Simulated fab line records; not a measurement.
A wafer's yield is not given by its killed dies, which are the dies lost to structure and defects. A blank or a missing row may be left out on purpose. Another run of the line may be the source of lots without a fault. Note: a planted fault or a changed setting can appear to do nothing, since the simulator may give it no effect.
Chamber matching || flow n5Finfet || N5_HKMG_FIN_STRIP_93 on rieDiel-03: 4 sister chambers
The step strips SOC in N2/H2, time 20 s. 14 wafers are shown with their chamber, then 7 later ones without.

== WAFERS WITH THEIR CHAMBER ==
{"wafer": "L077.2", "chamber": 0, "showerheadPlenumPTorr (Torr)": 3.18, "drypumpMotorCurrentA (A)": 5.7, "throttleValvePct (%)": 19.2}
{"wafer": "L077.4", "chamber": 2, "showerheadPlenumPTorr (Torr)": 3.37, "drypumpMotorCurrentA (A)": 5.1, "throttleValvePct (%)": 19.7}
{"wafer": "L077.5", "chamber": 2, "showerheadPlenumPTorr (Torr)": 3.37, "drypumpMotorCurrentA (A)": 5.1, "throttleValvePct (%)": 19.7}
{"wafer": "L078.1", "chamber": 3, "showerheadPlenumPTorr (Torr)": 3.58, "drypumpMotorCurrentA (A)": 5.4, "throttleValvePct (%)": 18.7}
{"wafer": "L078.3", "chamber": 0, "showerheadPlenumPTorr (Torr)": 3.18, "drypumpMotorCurrentA (A)": 5.7, "throttleValvePct (%)": 19.2}
{"wafer": "L078.5", "chamber": 0, "showerheadPlenumPTorr (Torr)": 3.18, "drypumpMotorCurrentA (A)": 5.7, "throttleValvePct (%)": 19.3}
{"wafer": "L088.2", "chamber": 2, "showerheadPlenumPTorr (Torr)": 3.36, "drypumpMotorCurrentA (A)": 5.1, "throttleValvePct (%)": 19.7}
{"wafer": "L088.3", "chamber": 3, "showerheadPlenumPTorr (Torr)": 3.57, "drypumpMotorCurrentA (A)": 5.5, "throttleValvePct (%)": 18.7}
{"wafer": "L088.5", "chamber": 1, "showerheadPlenumPTorr (Torr)": 3.40, "drypumpMotorCurrentA (A)": 5.9, "throttleValvePct (%)": 18.8}
{"wafer": "L089.3", "chamber": 1, "showerheadPlenumPTorr (Torr)": 3.39, "drypumpMotorCurrentA (A)": 5.9, "throttleValvePct (%)": 18.8}
{"wafer": "L089.5", "chamber": 2, "showerheadPlenumPTorr (Torr)": 3.36, "drypumpMotorCurrentA (A)": 5.1, "throttleValvePct (%)": 19.7}
{"wafer": "L089.6", "chamber": 3, "showerheadPlenumPTorr (Torr)": 3.57, "drypumpMotorCurrentA (A)": 5.4, "throttleValvePct (%)": 18.8}
{"wafer": "L091.1", "chamber": 1, "showerheadPlenumPTorr (Torr)": 3.39, "drypumpMotorCurrentA (A)": 5.9, "throttleValvePct (%)": 18.9}
{"wafer": "L091.2", "chamber": 2, "showerheadPlenumPTorr (Torr)": 3.36, "drypumpMotorCurrentA (A)": 5.1, "throttleValvePct (%)": 19.7}

SIGNATURES (means of the wafers above)
{"reading": "showerheadPlenumPTorr", "chamber 0": 3.1800, "chamber 1": 3.3933, "chamber 2": 3.3640, "chamber 3": 3.5733, "scatter within a chamber": 0.00503}
{"reading": "drypumpMotorCurrentA", "chamber 0": 5.700, "chamber 1": 5.900, "chamber 2": 5.100, "chamber 3": 5.433, "scatter within a chamber": 0.0258}
{"reading": "throttleValvePct", "chamber 0": 19.233, "chamber 1": 18.833, "chamber 2": 19.700, "chamber 3": 18.733, "scatter within a chamber": 0.0447}
Rule: for each reading, subtract the chamber's mean from the wafer's reading, divide by that reading's scatter and square the result; add these up over the readings and take the root, which gives the wafer's distance from the chamber. The wafer belongs to the nearest chamber; if the next one is less than 2 further off, it can't be placed. The scatter: the root of (the sum of the squares of (reading less its chamber's mean) over the shown wafers, divided by (wafers less chambers)).

== WAFERS MISSING THEIR CHAMBER ==
{"wafer": "L091.3", "showerheadPlenumPTorr (Torr)": 3.16, "drypumpMotorCurrentA (A)": 5.7, "throttleValvePct (%)": 19.3}
{"wafer": "L092.2", "showerheadPlenumPTorr (Torr)": 3.56, "drypumpMotorCurrentA (A)": 5.4, "throttleValvePct (%)": 18.8}
{"wafer": "L092.4", "showerheadPlenumPTorr (Torr)": 3.39, "drypumpMotorCurrentA (A)": 5.9, "throttleValvePct (%)": 18.9}
{"wafer": "L092.6", "showerheadPlenumPTorr (Torr)": 3.35, "drypumpMotorCurrentA (A)": 5.1, "throttleValvePct (%)": 19.7}
{"wafer": "L093.2", "showerheadPlenumPTorr (Torr)": 3.39, "drypumpMotorCurrentA (A)": 5.9, "throttleValvePct (%)": 18.9}
{"wafer": "L093.3", "showerheadPlenumPTorr (Torr)": 3.56, "drypumpMotorCurrentA (A)": 5.4, "throttleValvePct (%)": 18.7}
{"wafer": "L093.6", "showerheadPlenumPTorr (Torr)": 3.39, "drypumpMotorCurrentA (A)": 5.9, "throttleValvePct (%)": 18.9}

== CHAMBER TAKEN BY EACH ==
{"wafer": "L091.3", "from the rows above": 0, "in truth": 0}
{"wafer": "L092.2", "from the rows above": 3, "in truth": 3}
{"wafer": "L092.4", "from the rows above": 1, "in truth": 1}
{"wafer": "L092.6", "from the rows above": 2, "in truth": 2}
{"wafer": "L093.2", "from the rows above": 1, "in truth": 1}
{"wafer": "L093.3", "from the rows above": 3, "in truth": 3}
{"wafer": "L093.6", "from the rows above": 1, "in truth": 1}
Placed correctly: 7 of 7. Number that these rows cannot place: 0. Wrongly placed: 0.
